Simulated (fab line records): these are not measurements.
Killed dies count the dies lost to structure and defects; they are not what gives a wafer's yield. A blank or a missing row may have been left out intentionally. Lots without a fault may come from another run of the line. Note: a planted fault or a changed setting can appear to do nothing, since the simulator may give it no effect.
Which tool is to blame? ; flow n5Finfet ; Sampling: 24 lots, 72 wafers, 4 of 1938 route steps

== WHAT EACH GAUGE READ, for each wafer ==
N5_BEOL_M5_INSPECT_58: inspects for defects (darkfield). Usual: rawDefectCount reads 66 (standard deviation 20).
lot;measured;on;rawDefectCount;flag
L075;day 8 18:34;defectInspect-02;104 59 69;
L074;day 8 18:38;defectInspect-01;77 69 68;
L076;day 8 21:34;defectInspect-02;87 107 134;
L077;day 9 13:28;defectInspect-02;73 39 59;
L079;day 9 17:35;defectInspect-01;96 90 59;
L078;day 9 18:49;defectInspect-01;60 66 76;
L080;day 10 04:05;defectInspect-02;75 41 94;
L082;day 10 12:02;defectInspect-01;30 76 63;
L081;day 10 12:29;defectInspect-01;39 37 27;
L084;day 10 16:54;defectInspect-01;112 96 66;
L083;day 10 19:40;defectInspect-01;55 57 56;
L085;day 11 10:45;defectInspect-01;53 47 57;
L086;day 11 18:56;defectInspect-01;73 61 105;
L087;day 12 01:47;defectInspect-01;76 86 73;
L088;day 12 04:19;defectInspect-01;46 59 60;
L089;day 12 12:06;defectInspect-01;68 42 72;
L090;day 13 00:49;defectInspect-02;84 60 72;
L091;day 13 04:26;defectInspect-02;41 48 69;
L092;day 13 09:58;defectInspect-01;85 69 64;
L093;day 13 14:22;defectInspect-01;58 56 35;
L094;day 13 16:24;defectInspect-02;73 71 80;
L097;day 14 10:57;defectInspect-02;63 42 27;
L095;day 14 07:46;defectInspect-01;67 37 51;
L096;day 14 12:54;defectInspect-02;62 76 57;

N5_BEOL_M6_CD_MEAS_11 targets a cd of 38.5 nm. Usual: cdNm reads 38.1 nm (standard deviation 0.68).
lot;measured;on;cdNm (nm);flag
L075;day 8 20:20;cdSem-01;38.4 38.9 37.7;
L074;day 8 20:34;cdSem-02;37.5 37.6 37.8;
L076;day 8 23:29;cdSem-01;37.8 38.2 38.2;
L077;day 9 17:50;cdSem-01;37.7 38.4 38.9;
L079;day 9 19:03;cdSem-01;37.7 37.2 37.3;
L078;day 9 21:33;cdSem-02;38.2 38.2 37.9;
L080;day 10 05:37;cdSem-01;38.1 39.0 37.8;
L082;day 10 16:25;cdSem-01;39.5 37.7 38.8;
L081;day 10 16:35;cdSem-01;38.4 38.8 37.4;
L084;day 10 19:36;cdSem-01;39.7 39.1 38.3;
L083;day 10 20:44;cdSem-02;38.1 38.6 38.2;
L085;day 11 12:23;cdSem-02;38.4 37.3 38.3;
L086;day 11 20:31;cdSem-02;37.3 38.4 37.8;
L087;day 12 05:58;cdSem-02;39.2 38.6 38.4;
L088;day 12 06:32;cdSem-03;37.5 37.9 37.5;
L089;day 12 15:02;cdSem-03;37.2 37.3 37.9;
L090;day 13 04:09;cdSem-01;37.8 38.4 38.5;
L091;day 13 09:16;cdSem-01;38.4 39.4 38.3;
L092;day 13 11:19;cdSem-03;37.5 37.9 38.4;
L093;day 13 18:22;cdSem-03;37.2 38.1 37.7;
L094;day 13 19:10;cdSem-01;37.8 37.3 37.7;
L097;day 14 12:12;cdSem-02;36.5 36.8 37.5;
L095;day 14 08:58;cdSem-01;40.1 38.3 38.7;
L096;day 14 16:37;cdSem-03;37.7 38.8 38.4;

== TOOL THAT RAN EACH LOT (tool first, then ch and the chambers of the sampled wafers, then the start) ==
lot;N5_BEOL_M5_ANNEAL_49;N5_BEOL_M6_HM_DEP_02
L075;pvdSputter-02, day 8 13:09;pvdSputter-02, day 8 19:58
L074;pvdSputter-03, day 8 13:12;pvdSputter-02, day 8 20:04
L076;pvdSputter-01, day 8 15:53;pvdSputter-01, day 8 22:59
L077;pvdSputter-01, day 9 05:46;pvdSputter-01, day 9 17:28
L079;pvdSputter-02, day 9 08:56;pvdSputter-01, day 9 18:33
L078;pvdSputter-03, day 9 11:53;pvdSputter-01, day 9 21:03
L080;pvdSputter-03, day 9 21:58;pvdSputter-02, day 10 05:07
L082;pvdSputter-02, day 10 06:34;pvdSputter-01, day 10 15:54
L081;pvdSputter-03, day 10 07:05;pvdSputter-03, day 10 15:58
L084;pvdSputter-01, day 10 11:34;pvdSputter-03, day 10 19:06
L083;pvdSputter-02, day 10 14:03;pvdSputter-03, day 10 20:22
L085;pvdSputter-01, day 11 05:00;pvdSputter-01, day 11 11:53
L086;pvdSputter-02, day 11 13:17;pvdSputter-03, day 11 20:02
L087;pvdSputter-03, day 11 20:14;pvdSputter-01, day 12 05:35
L088;pvdSputter-02, day 11 22:53;pvdSputter-01, day 12 06:10
L089;pvdSputter-01, day 12 06:35;pvdSputter-02, day 12 14:32
L090;pvdSputter-03, day 12 19:27;pvdSputter-02, day 13 03:40
L091;pvdSputter-02, day 12 22:51;pvdSputter-02, day 13 08:46
L092;pvdSputter-01, day 13 04:37;pvdSputter-01, day 13 10:49
L093;pvdSputter-03, day 13 05:17;pvdSputter-03, day 13 17:59
L094;pvdSputter-01, day 13 11:00;pvdSputter-03, day 13 18:40
L097;pvdSputter-03, day 14 01:29;pvdSputter-01, day 14 11:49
L095;pvdSputter-01, day 14 02:20;pvdSputter-02, day 14 08:28
L096;pvdSputter-01, day 14 07:00;pvdSputter-02, day 14 16:07
- N5_BEOL_M5_ANNEAL_49: time 1800 s.
- N5_BEOL_M6_HM_DEP_02: deposits TiN, target thk 20 nm.

== WHAT THE TOOLS THEMSELVES READ (means of the sampled wafers that have a number; where no wafer has one, the mark that the record gives instead) ==
N5_BEOL_M5_ANNEAL_49. Usual: heaterPowerW 812 W, standard deviation 55; susceptorTempC 399.99 C, standard deviation 0.23.
lot;tool;heaterPowerW (W);susceptorTempC (C);flag
L075;pvdSputter-02;821;399.89;
L074;pvdSputter-03;756;400.08;
L076;pvdSputter-01;843;399.98;
L077;pvdSputter-01;831;399.97;
L079;pvdSputter-02;854;399.95;
L078;pvdSputter-03;789;400.08;
L080;pvdSputter-03;741;399.94;
L082;pvdSputter-02;795;399.83;
L081;pvdSputter-03;802;400.10;
L084;pvdSputter-01;847;399.99;
L083;pvdSputter-02;764;399.93;
L085;pvdSputter-01;845;400.01;
L086;pvdSputter-02;846;400.07;
L087;pvdSputter-03;774;399.86;
L088;pvdSputter-02;791;400.03;
L089;pvdSputter-01;835;399.89;
L090;pvdSputter-03;799;400.00;
L091;pvdSputter-02;857;399.87;
L092;pvdSputter-01;854;400.17;
L093;pvdSputter-03;744;400.17;
L094;pvdSputter-01;833;400.26;
L097;pvdSputter-03;768;399.80;
L095;pvdSputter-01;814;400.00;
L096;pvdSputter-01;847;399.70;

N5_BEOL_M6_HM_DEP_02. Usual: susceptorTempC 24.99 C, standard deviation 0.1; throttleValvePct 29.9 %, standard deviation 1.
lot;tool;susceptorTempC (C);throttleValvePct (%);flag
L075;pvdSputter-02;24.98;30.1;
L074;pvdSputter-02;24.90;29.5;
L076;pvdSputter-01;24.96;30.2;
L077;pvdSputter-01;24.97;30.3;
L079;pvdSputter-01;25.04;30.3;
L078;pvdSputter-01;25.03;30.9;
L080;pvdSputter-02;24.93;30.5;
L082;pvdSputter-01;24.98;30.0;
L081;pvdSputter-03;24.93;30.1;
L084;pvdSputter-03;25.05;30.0;
L083;pvdSputter-03;25.04;29.6;
L085;pvdSputter-01;25.05;30.1;
L086;pvdSputter-03;25.12;29.5;
L087;pvdSputter-01;25.03;30.8;
L088;pvdSputter-01;24.91;30.9;
L089;pvdSputter-02;25.07;30.1;
L090;pvdSputter-02;24.90;29.4;
L091;pvdSputter-02;25.00;28.9;
L092;pvdSputter-01;24.90;30.4;
L093;pvdSputter-03;25.02;29.6;
L094;pvdSputter-03;25.03;29.8;
L097;pvdSputter-01;24.95;30.4;
L095;pvdSputter-02;25.11;29.5;
L096;pvdSputter-02;25.00;29.5;

== THE ANSWER, worked out from the rows above alone ==
Rule: a lot is off if the mean of its wafers that have a number lies more than 3 standard deviations from the usual mean. A lot without any number at a reading at which 4 lots or more have one is off too. The other lots that the step has rows for count as sound. After the gauges, taken in route order, come the tools' own readings; for these a lot's mean is taken, as printed above. At the first step where some lot is off, the reading lying furthest off is the one used; lots without a number count as furthest.
Across all readings shown, no lot is off: no conclusion can be drawn from this.

== WHAT THE SIMULATOR HAD PUT IN ==
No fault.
